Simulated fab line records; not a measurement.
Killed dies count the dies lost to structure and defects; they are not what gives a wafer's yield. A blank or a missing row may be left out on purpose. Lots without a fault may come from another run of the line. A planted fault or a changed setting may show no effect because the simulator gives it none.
Split-lot trial / flow n5-finfet / 21 wafers read from 7 lots, route of 1938 steps

## SPLIT DETAILS
At N5_BEOL_M11_TRENCH_ETCH_37 (etches SiCOH lowk in C4F6/O2, target depth 148.83 nm, time 48 s), the setting time-s was moved away from the recipe's 48 s on 8 of the 21 wafers read, by -16.0% to +17.2%. This setting was run at the recipe's value on the other wafers.

## FROM THE SPLIT TO THE READING: what the file shows between them, 11 steps
- N5_BEOL_M11_ETCH_41: etches SiCN in CH3F/O2, target depth 42.6 nm, time 86 s
- N5_BEOL_M11_STRIP_77: strips in N2/H2, time 10 s
- N5_BEOL_M11_OCD_MEAS_38
- N5_BEOL_M11_HM_STRIP_39: strips TiN in peroxide tin strip, target depth 25 nm, time 158 s
- N5_BEOL_M11_SRD_40: time 30 s
- N5_BEOL_M11_ECD_50: material Cu, target thk 318 nm
- N5_BEOL_M11_ANNEAL_51: time 90 s
- N5_BEOL_M11_CMP_52: polishes, stops on SiCOH lowk, t overpolish 7 s, target thk 140 nm
- N5_BEOL_M11_THK_MEAS_53: measures by xrf
- N5_BEOL_M11_PRE_CLEAN_55: time 15 s
- N5_BEOL_M11_DEP_56: deposits SiCN from 3MS/NH3, target thk 30 nm, time 10.5 s

## THE READING
M11_RS, in ohm/sq, at N5_BEOL_M11_RS_MEAS_57 (measures by four-point-probe). Typical for fault-free wafers on this fab line: 0.153 ohm/sq, with standard deviation 0.003 ohm/sq.

wafer=L074.1; tool, chamber at the split=rie-diel-02, 3; time-s as run, s=48; against the recipe=recipe; M11_RS, ohm/sq=0.156; against lot-mates on the recipe=-
wafer=L074.2; tool, chamber at the split=rie-diel-02, 0; time-s as run, s=56.27; against the recipe=+17.2%; M11_RS, ohm/sq=0.127; against lot-mates on the recipe=-0.029
wafer=L074.3; tool, chamber at the split=rie-diel-02, 2; time-s as run, s=56.27; against the recipe=+17.2%; M11_RS, ohm/sq=0.129; against lot-mates on the recipe=-0.027
wafer=L081.1; tool, chamber at the split=rie-diel-06, 1; time-s as run, s=48; against the recipe=recipe; M11_RS, ohm/sq=0.150; against lot-mates on the recipe=-
wafer=L081.3; tool, chamber at the split=rie-diel-06, 0; time-s as run, s=48; against the recipe=recipe; M11_RS, ohm/sq=0.149; against lot-mates on the recipe=-
wafer=L081.4; tool, chamber at the split=rie-diel-06, 2; time-s as run, s=48; against the recipe=recipe; M11_RS, ohm/sq=0.154; against lot-mates on the recipe=-
wafer=L086.3; tool, chamber at the split=rie-diel-06, 1; time-s as run, s=48; against the recipe=recipe; M11_RS, ohm/sq=0.154; against lot-mates on the recipe=-
wafer=L086.4; tool, chamber at the split=rie-diel-06, 2; time-s as run, s=48; against the recipe=recipe; M11_RS, ohm/sq=0.159; against lot-mates on the recipe=-
wafer=L086.5; tool, chamber at the split=rie-diel-06, 1; time-s as run, s=56.02; against the recipe=+16.7%; M11_RS, ohm/sq=0.130; against lot-mates on the recipe=-0.026
wafer=L090.1; tool, chamber at the split=rie-diel-02, 1; time-s as run, s=48; against the recipe=recipe; M11_RS, ohm/sq=0.154; against lot-mates on the recipe=-
wafer=L090.3; tool, chamber at the split=rie-diel-02, 0; time-s as run, s=48; against the recipe=recipe; M11_RS, ohm/sq=0.150; against lot-mates on the recipe=-
wafer=L090.4; tool, chamber at the split=rie-diel-02, 3; time-s as run, s=48; against the recipe=recipe; M11_RS, ohm/sq=0.154; against lot-mates on the recipe=-
wafer=L092.3; tool, chamber at the split=rie-diel-06, 0; time-s as run, s=40.32; against the recipe=-16.0%; M11_RS, ohm/sq=0.188; against lot-mates on the recipe=+0.035
wafer=L092.5; tool, chamber at the split=rie-diel-06, 2; time-s as run, s=40.32; against the recipe=-16.0%; M11_RS, ohm/sq=0.196; against lot-mates on the recipe=+0.043
wafer=L092.6; tool, chamber at the split=rie-diel-06, 3; time-s as run, s=48; against the recipe=recipe; M11_RS, ohm/sq=0.153; against lot-mates on the recipe=-
wafer=L095.3; tool, chamber at the split=rie-diel-02, 2; time-s as run, s=48; against the recipe=recipe; M11_RS, ohm/sq=0.153; against lot-mates on the recipe=-
wafer=L095.4; tool, chamber at the split=rie-diel-02, 1; time-s as run, s=48; against the recipe=recipe; M11_RS, ohm/sq=0.157; against lot-mates on the recipe=-
wafer=L095.6; tool, chamber at the split=rie-diel-02, 1; time-s as run, s=43.73; against the recipe=-8.9%; M11_RS, ohm/sq=0.175; against lot-mates on the recipe=+0.020
wafer=L096.1; tool, chamber at the split=rie-diel-06, 1; time-s as run, s=42.56; against the recipe=-11.3%; M11_RS, ohm/sq=0.178; against lot-mates on the recipe=+0.030
wafer=L096.3; tool, chamber at the split=rie-diel-06, 3; time-s as run, s=48; against the recipe=recipe; M11_RS, ohm/sq=0.148; against lot-mates on the recipe=-
wafer=L096.4; tool, chamber at the split=rie-diel-06, 2; time-s as run, s=42.56; against the recipe=-11.3%; M11_RS, ohm/sq=0.182; against lot-mates on the recipe=+0.034

THE FIT
A straight line over all 21 wafers: M11_RS changes by -0.0019 ohm/sq for each +1% of time-s; r = -0.97; the points scatter about the line by 0.0047 ohm/sq.
The same after taking each lot's own level away (the mean of its wafers on the recipe; 21 wafers): -0.00205 ohm/sq for each +1%; r = -0.98; scatter 0.0043 ohm/sq.
Per that fit: largest time-s move, reading shift of 0.035 ohm/sq.
Measured against the standard deviation above, the lots' own levels, which go from 0.1480 to 0.1565 ohm/sq, span 2.8 times it.
The two slopes are in agreement: the lot-to-lot level therefore moves the slope only a little.
Check: -0.0339 ohm/sq against its lot-mates is what the line predicts for one of the wafers moved furthest among these (+17.2%) when that wafer is left out of the fit. It came out at -0.029 ohm/sq against them.

## THESE WAFERS: OTHER SPLITS
Other splits were also applied to these wafers ahead of the reading. Each is held against what the fit with the lots' levels taken away leaves over:
other split on the same wafers=N5_BEOL_M10_ILD_DEP_00 temp-c; wafers away from the commonest value=8; r with M11_RS (lot level and that fit taken away)=-0.11
other split on the same wafers=N5_BEOL_M11_COAT_63 spin-rpm; wafers away from the commonest value=7; r with M11_RS (lot level and that fit taken away)=+0.42
other split on the same wafers=N5_BEOL_M11_EXPOSE_25 dose-mj; wafers away from the commonest value=8; r with M11_RS (lot level and that fit taken away)=-0.22
other split on the same wafers=N5_BEOL_M11_ETCH_66 time-s; wafers away from the commonest value=6; r with M11_RS (lot level and that fit taken away)=-0.15

## THE WHOLE CHAIN: every reading that the file lists as answering this split, in the file's order
step=N5_BEOL_M11_TRENCH_ETCH_37; what it does=etches SiCOH lowk in C4F6/O2, target depth 148.83 nm, time 48 s; reading=BEOL_M11.feature-depth-nm (the simulator's own value, which no gauge read); change (the file's fit)=+1.61 nm for each +1% of the setting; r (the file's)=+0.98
step=N5_BEOL_M11_TRENCH_ETCH_37; what it does=etches SiCOH lowk in C4F6/O2, target depth 148.83 nm, time 48 s; reading=etch.depth-nm (the simulator's own value, which no gauge read); change (the file's fit)=+1.61 nm for each +1% of the setting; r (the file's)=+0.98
step=N5_BEOL_M11_TRENCH_ETCH_37; what it does=etches SiCOH lowk in C4F6/O2, target depth 148.83 nm, time 48 s; reading=TiN_of_BEOL_M11_HM_DEP_02.thk-nm (the simulator's own value, which no gauge read); change (the file's fit)=-0.0422 nm for each +1% of the setting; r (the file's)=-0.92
step=N5_BEOL_M11_OCD_MEAS_38; what it does=; reading=trench-depth-nm; change (the file's fit)=+1.6 nm for each +1% of the setting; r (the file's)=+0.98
step=N5_BEOL_M11_CMP_52; what it does=polishes, stops on SiCOH lowk, t overpolish 7 s, target thk 140 nm; reading=Cu_of_BEOL_M11_ECD_50.thk-nm (the simulator's own value, which no gauge read); change (the file's fit)=+1.63 nm for each +1% of the setting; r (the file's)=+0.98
step=N5_BEOL_M11_THK_MEAS_53; what it does=measures by xrf; reading=M11_THK; change (the file's fit)=+1.7 for each +1% of the setting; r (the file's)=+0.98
step=N5_BEOL_M11_RS_MEAS_57; what it does=measures by four-point-probe; reading=M11_RS; change (the file's fit)=-0.00202 for each +1% of the setting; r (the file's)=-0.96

## FILE'S OWN FIT
M11_RS changes by -0.00202 ohm/sq for each +1% of time-s, r = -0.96.
